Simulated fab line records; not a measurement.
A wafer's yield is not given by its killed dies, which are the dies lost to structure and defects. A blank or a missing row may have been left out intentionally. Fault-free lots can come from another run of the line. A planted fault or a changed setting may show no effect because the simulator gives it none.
Which of the tools did it? / flow n5 finfet / 36 wafers from 12 lots sampled at 4 of the route's 1938 steps

WHAT THE GAUGES SHOWED, per wafer
N5_BEOL_M2_INSPECT_30: inspects for defects (brightfield).
lot=L075; measured=day 6 20:56; on=defect inspect-01; raw defect count=256 339 316
lot=L077; measured=day 7 01:05; on=defect inspect-02; raw defect count=543 628 477
lot=L080; measured=day 7 23:45; on=defect inspect-01; raw defect count=290 427 326
lot=L081; measured=day 8 05:31; on=defect inspect-01; raw defect count=276 259 292
lot=L083; measured=day 9 13:00; on=defect inspect-01; raw defect count=499 384 419
lot=L085; measured=day 10 04:38; on=defect inspect-02; raw defect count=546 543 496
lot=L087; measured=day 10 13:41; on=defect inspect-01; raw defect count=365 373 338
lot=L090; measured=day 10 16:55; on=defect inspect-01; raw defect count=308 372 324
lot=L091; measured=day 10 19:38; on=defect inspect-02; raw defect count=404 304 297
lot=L093; measured=day 11 08:07; on=defect inspect-02; raw defect count=696 511 610
lot=L095; measured=day 12 01:30; on=defect inspect-01; raw defect count=373 323 390
lot=L097; measured=day 12 05:35; on=defect inspect-01; raw defect count=303 429 218

WHAT TOOL EACH LOT RAN ON (gives the tool, then ch and the chambers of the sampled wafers, and finally the start)
lot=L075; N5_BEOL_M2_ILD_DEP_00=pecvd-02 ch 0,2, day 6 18:30; N5_BEOL_M2_PECVD_72=pecvd-04 ch 0,2, day 6 18:36; N5_BEOL_M2_STRIP_19=rie diel-04 ch 0,1,3, day 6 20:27
lot=L077; N5_BEOL_M2_ILD_DEP_00=pecvd-04 ch 0,2, day 6 23:05; N5_BEOL_M2_PECVD_72=pecvd-02 ch 0,1,2, day 6 23:12; N5_BEOL_M2_STRIP_19=rie diel-03 ch 0,1,2, day 7 00:36
lot=L080; N5_BEOL_M2_ILD_DEP_00=pecvd-04 ch 0,2, day 7 21:41; N5_BEOL_M2_PECVD_72=pecvd-02 ch 0,1, day 7 21:48; N5_BEOL_M2_STRIP_19=rie diel-06 ch 1,2,3, day 7 23:09
lot=L081; N5_BEOL_M2_ILD_DEP_00=pecvd-04 ch 0,1, day 8 03:46; N5_BEOL_M2_PECVD_72=pecvd-04 ch 0,2, day 8 03:52; N5_BEOL_M2_STRIP_19=rie diel-04 ch 1,3, day 8 05:02
lot=L083; N5_BEOL_M2_ILD_DEP_00=pecvd-03 ch 0,1,2, day 9 10:37; N5_BEOL_M2_PECVD_72=pecvd-04 ch 0,1,2, day 9 10:43; N5_BEOL_M2_STRIP_19=rie diel-06 ch 0,2,3, day 9 12:32
lot=L085; N5_BEOL_M2_ILD_DEP_00=pecvd-03 ch 0,1,2, day 10 00:20; N5_BEOL_M2_PECVD_72=pecvd-04 ch 0,1, day 10 00:26; N5_BEOL_M2_STRIP_19=rie diel-03 ch 1,2,3, day 10 04:01
lot=L087; N5_BEOL_M2_ILD_DEP_00=pecvd-04 ch 0,2, day 10 11:33; N5_BEOL_M2_PECVD_72=pecvd-02 ch 0,1, day 10 11:40; N5_BEOL_M2_STRIP_19=rie diel-06 ch 0,1, day 10 13:04
lot=L090; N5_BEOL_M2_ILD_DEP_00=pecvd-03 ch 0,1, day 10 13:25; N5_BEOL_M2_PECVD_72=pecvd-03 ch 0,1,2, day 10 13:32; N5_BEOL_M2_STRIP_19=rie diel-04 ch 1,2, day 10 16:08
lot=L091; N5_BEOL_M2_ILD_DEP_00=pecvd-02 ch 0, day 10 15:56; N5_BEOL_M2_PECVD_72=pecvd-04 ch 2, day 10 16:04; N5_BEOL_M2_STRIP_19=rie diel-06 ch 1,2,3, day 10 19:09
lot=L093; N5_BEOL_M2_ILD_DEP_00=pecvd-02 ch 0,2, day 11 03:55; N5_BEOL_M2_PECVD_72=pecvd-02 ch 0,1,2, day 11 04:01; N5_BEOL_M2_STRIP_19=rie diel-04 ch 0,1,3, day 11 07:38
lot=L095; N5_BEOL_M2_ILD_DEP_00=pecvd-03 ch 0,1, day 11 20:49; N5_BEOL_M2_PECVD_72=pecvd-04 ch 0,1,2, day 11 20:55; N5_BEOL_M2_STRIP_19=rie diel-03 ch 0,1,2, day 12 00:54
lot=L097; N5_BEOL_M2_ILD_DEP_00=pecvd-03 ch 0,2, day 12 03:23; N5_BEOL_M2_PECVD_72=pecvd-03 ch 0,2, day 12 03:31; N5_BEOL_M2_STRIP_19=rie diel-03 ch 0,2,3, day 12 04:57
- N5_BEOL_M2_ILD_DEP_00: deposits SiOC from DEMS/O2, target thk 79 nm, time 15.3 s.
- N5_BEOL_M2_PECVD_72: deposits SiO2 from TEOS/O2, target thk 16 nm, time 18 s.
- N5_BEOL_M2_STRIP_19: strips in O2.

THE ANSWER, worked out from the rows above alone
Rule: usual is defined by the lots themselves. The widest of any qualifying gaps counts: lots, ordered by their means at a reading, are off when they make up no more than a third of the lots, leave a main group of 4 or more, and stand apart from it by 3 or more times the standard deviation of that group's means. The tables above print the reading to a certain number of digits; a main group whose means all agree to those digits is not used. Also off: a lot with no number at a reading for which 4 or more lots have one. Any other lot the step has rows for is counted as sound.
Across all readings shown, no lot is off: no conclusion can be drawn from this.

WHAT THE SIMULATOR PUT IN
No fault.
